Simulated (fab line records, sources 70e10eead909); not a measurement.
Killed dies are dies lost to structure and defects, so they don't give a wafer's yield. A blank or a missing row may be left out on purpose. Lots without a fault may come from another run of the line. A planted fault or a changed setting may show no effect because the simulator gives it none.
Which tool did it? | flow nand_harc | 11 lots, 33 wafers sampled, at 7 steps of a route of 1302

WHAT THE GAUGES READ, wafer by wafer
NHARC_P_STI_OCD_MEAS_17.
lot  | measured     | on     | trench_depth_nm (nm) | trench_foot_cd_nm (nm)
L479 | day 3 02:25  | ocd-02 | 300.3 300.7 298.5    | 156.7 156.0 157.3
L480 | day 3 08:51  | ocd-01 | 295.0 297.6 294.5    | 158.5 158.5 158.8
L484 | day 4 23:17  | ocd-02 | 298.2 303.6 300.4    | 159.0 157.5 157.2
L492 | day 8 06:37  | ocd-01 | 305.1 299.2 300.2    | 158.9 156.9 155.9
L494 | day 9 02:02  | ocd-02 | 305.0 300.6 303.8    | 158.2 157.8 161.0
L495 | day 9 11:35  | ocd-01 | 297.4 295.2 297.1    | 159.3 158.3 158.6
L496 | day 9 21:29  | ocd-01 | 298.0 300.6 302.3    | 159.8 157.6 157.2
L498 | day 10 17:51 | ocd-02 | 300.8 304.1 302.9    | 158.3 156.5 155.6
L500 | day 11 15:18 | ocd-02 | 299.3 301.4 294.1    | 155.4 157.4 157.6
L501 | day 11 23:49 | ocd-01 | 296.5 301.2 300.4    | 156.0 158.1 155.7
L502 | day 12 10:17 | ocd-01 | 298.3 301.4 299.4    | 160.4 156.2 158.0

NHARC_P_GATE_CD_MEAS_26: target cd 120 nm.
lot  | measured     | on        | cd_nm (nm)
L479 | day 5 08:13  | cd_sem-03 | 118.8 119.1 119.3
L480 | day 5 15:02  | cd_sem-01 | 119.4 119.6 119.2
L484 | day 7 05:37  | cd_sem-01 | 89.6 89.5 89.3
L492 | day 10 23:15 | cd_sem-02 | 121.2 120.6 120.7
L494 | day 10 23:24 | cd_sem-01 | 119.9 120.4 119.9
L495 | day 11 16:31 | cd_sem-03 | 120.3 119.6 120.1
L496 | day 11 23:07 | cd_sem-02 | 120.5 120.6 120.0
L498 | day 12 20:05 | cd_sem-03 | 120.7 120.5 120.3
L500 | day 13 17:32 | cd_sem-02 | 120.6 120.5 120.0
L501 | day 14 04:11 | cd_sem-01 | 120.0 120.0 120.4
L502 | day 14 15:32 | cd_sem-02 | 120.5 120.3 120.3

NHARC_P_GATE_CD_MEAS_33.
lot  | measured     | on        | cd_nm (nm)
L479 | day 5 09:11  | cd_sem-03 | 121.1 120.1 121.3
L480 | day 5 16:01  | cd_sem-01 | 119.1 118.8 119.9
L484 | day 7 06:36  | cd_sem-01 | 89.3 89.4 91.4
L492 | day 11 00:17 | cd_sem-02 | 118.9 120.1 120.0
L494 | day 11 00:24 | cd_sem-01 | 122.7 122.5 125.4
L495 | day 11 17:30 | cd_sem-03 | 119.0 117.2 118.7
L496 | day 12 00:07 | cd_sem-03 | 118.8 121.8 118.6
L498 | day 12 21:04 | cd_sem-03 | 121.5 121.2 122.2
L500 | day 13 18:31 | cd_sem-03 | 119.9 120.4 119.8
L501 | day 14 05:10 | cd_sem-01 | 117.5 119.1 122.5
L502 | day 14 16:30 | cd_sem-02 | 121.3 119.5 120.4

NHARC_END_SORT_01.
lot  | measured     | on        | killed_at_array | killed_at_other | killed_at_periphery | killed_dies | killed_open | killed_short
L479 | day 24 19:16 | prober-01 | 67 63 62        | 0 0 0           | 5 4 4               | 72 67 66    | 2 3 6       | 3 3 0
L484 | day 26 02:25 | prober-01 | 74 82 72        | 0 0 0           | 597 588 590         | 671 670 662 | 7 6 1       | 5 6 4
L495 | day 30 12:34 | prober-01 | 78 77 64        | 0 0 0           | 8 3 5               | 86 80 69    | 3 1 2       | 0 2 0
L500 | day 33 12:59 | prober-01 | 52 47 58        | 1 1 2           | 2 4 4               | 55 52 64    | 4 2 2       | 2 1 2

WHICH TOOL RAN EACH LOT (tool, then ch and the chambers of the sampled wafers, then the start)
lot  | NHARC_P_STI_CMP_21            | NHARC_P_GATE_EXPOSE_23             | NHARC_P_GATE_ETCH_104
L479 | cmp-03 ch 0,1,2, day 4 00:07  | arfi_scanner-02 ch 0, day 5 08:04  | rie_diel-01 ch 2,3, day 5 08:29
L480 | cmp-02 ch 1,2, day 4 07:10    | arfi_scanner-01 ch 0, day 5 14:53  | rie_diel-12 ch 2,3, day 5 15:18
L484 | cmp-01 ch 1,2, day 5 17:34    | arfi_scanner-01 ch 0, day 7 05:29  | rie_diel-12 ch 0,1,3, day 7 05:54
L492 | cmp-01 ch 2,3, day 9 17:03    | arfi_scanner-01 ch 0, day 10 23:07 | rie_diel-12 ch 0,1, day 10 23:31
L494 | cmp-02 ch 0,3, day 9 17:03    | arfi_scanner-02 ch 0, day 10 23:16 | rie_diel-01 ch 1,2, day 10 23:40
L495 | cmp-03 ch 0,1,3, day 10 05:46 | arfi_scanner-01 ch 0, day 11 16:23 | rie_diel-01 ch 0,1,3, day 11 16:48
L496 | cmp-01 ch 0,1,3, day 10 14:31 | arfi_scanner-02 ch 0, day 11 22:59 | rie_diel-05 ch 1,2,3, day 11 23:23
L498 | cmp-03 ch 0,1,3, day 11 13:50 | arfi_scanner-02 ch 0, day 12 19:57 | rie_diel-05 ch 0,1,2, day 12 20:22
L500 | cmp-03 ch 1,2,3, day 12 09:22 | arfi_scanner-02 ch 0, day 13 17:23 | rie_diel-01 ch 0,2,3, day 13 17:48
L501 | cmp-01 ch 2,3, day 12 17:38   | arfi_scanner-01 ch 0, day 14 04:02 | rie_diel-05 ch 0,3, day 14 04:26
L502 | cmp-02 ch 0,1, day 13 04:48   | arfi_scanner-03 ch 0, day 14 15:23 | rie_diel-12 ch 1,3, day 14 15:48
- NHARC_P_STI_CMP_21: polishes, t overpolish 20 s, target thk 380.67 nm.
- NHARC_P_GATE_EXPOSE_23: exposes mask P GATE, target cd 120 nm.
- NHARC_P_GATE_ETCH_104: etches the open film in CF4/CHF3, target depth 60 nm.

WHAT THE TOOLS THEMSELVES READ (means of the sampled wafers that have a number; where no wafer has one, the mark that the record gives instead)
NHARC_P_STI_CMP_21.
lot  | tool   | motor_current_A (A) | overpolish_run_s (s)
L479 | cmp-03 | 12.4                | 20.005
L480 | cmp-02 | 12.6                | 19.999
L484 | cmp-01 | 13.7                | 20.002
L492 | cmp-01 | 13.4                | 20.013
L494 | cmp-02 | 11.7                | 20.009
L495 | cmp-03 | 12.1                | 19.993
L496 | cmp-01 | 12.7                | 19.999
L498 | cmp-03 | 12.2                | 20.002
L500 | cmp-03 | 12.7                | 20.005
L501 | cmp-01 | 12.4                | 20.008
L502 | cmp-02 | 12.5                | 20.004

NHARC_P_GATE_EXPOSE_23.
lot  | tool            | reticle_temp_C (C)
L479 | arfi_scanner-02 | 22.94
L480 | arfi_scanner-01 | 22.99
L484 | arfi_scanner-01 | 22.90
L492 | arfi_scanner-01 | 22.90
L494 | arfi_scanner-02 | 22.90
L495 | arfi_scanner-01 | 23.07
L496 | arfi_scanner-02 | 23.07
L498 | arfi_scanner-02 | 23.00
L500 | arfi_scanner-02 | 23.10
L501 | arfi_scanner-01 | 22.96
L502 | arfi_scanner-03 | 23.11

NHARC_P_GATE_ETCH_104.
lot  | tool        | bias_w (W) | cf4_flow_sccm (sccm) | drypump_motor_current_A (A) | oes_product_au (a.u.) | rf_vpp_V (V) | showerhead_plenum_p_Torr (Torr) | throttle_valve_pct (%)
L479 | rie_diel-01 | 199.9      | 99.98                | 5.3                         | 0.917                 | 374.8        | 1.68                            | 16.803
L480 | rie_diel-12 | 199.5      | 100.30               | 5.7                         | 0.965                 | 370.0        | 1.55                            | 16.793
L484 | rie_diel-12 | 199.9      | 99.97                | 5.6                         | 0.928                 | 369.6        | 1.55                            | 16.795
L492 | rie_diel-12 | 200.4      | 100.17               | 5.7                         | 0.926                 | 370.1        | 1.55                            | 16.799
L494 | rie_diel-01 | 200.0      | 99.77                | 5.7                         | 0.919                 | 373.3        | 1.67                            | 16.806
L495 | rie_diel-01 | 199.9      | 100.15               | 5.4                         | 0.969                 | 373.1        | 1.66                            | 16.803
L496 | rie_diel-05 | 200.7      | 100.12               | 6.0                         | 0.929                 | 372.3        | 1.62                            | 16.799
L498 | rie_diel-05 | 200.3      | 100.25               | 6.1                         | 0.970                 | 369.9        | 1.58                            | 16.795
L500 | rie_diel-01 | 199.7      | 99.69                | 5.2                         | 0.965                 | 373.5        | 1.66                            | 16.795
L501 | rie_diel-05 | 200.6      | 100.11               | 6.1                         | 0.939                 | 370.0        | 1.55                            | 16.805
L502 | rie_diel-12 | 200.2      | 100.20               | 5.6                         | 0.912                 | 369.5        | 1.56                            | 16.801

THE ANSWER, worked out from the rows above alone
Rule: what is usual is taken from the lots themselves. Put in order of their means at a reading, lots are off if they are a third of the lots or fewer, leave a main group of 4 or more, and stand apart from it by a gap of 3 or more times the standard deviation of the main group's means; of several such gaps the widest counts. A main group whose means are all the same, to the digits that the tables above print for the reading, isn't used. A lot without any number at a reading at which 4 lots or more have one is off too. The other lots that the step has rows for count as sound. The gauges are gone through in route order, then the tools' own readings, and for those a lot's mean is taken as printed above. The first step at which some lot is off is used, and at that step the reading that is off furthest; a lot without a number counts as furthest.
Off: L484, at NHARC_P_GATE_CD_MEAS_26 (cd_nm). The main group: mean 120.1 nm, standard deviation 0.5.
A tool fits if, at a process step before that reading, it ran every lot that is off, and no sound lot after the first of them. The gauges at NHARC_P_GATE_CD_MEAS_26 are tried like those tools. None of those tried fits.

WHAT THE SIMULATOR HAD PUT IN
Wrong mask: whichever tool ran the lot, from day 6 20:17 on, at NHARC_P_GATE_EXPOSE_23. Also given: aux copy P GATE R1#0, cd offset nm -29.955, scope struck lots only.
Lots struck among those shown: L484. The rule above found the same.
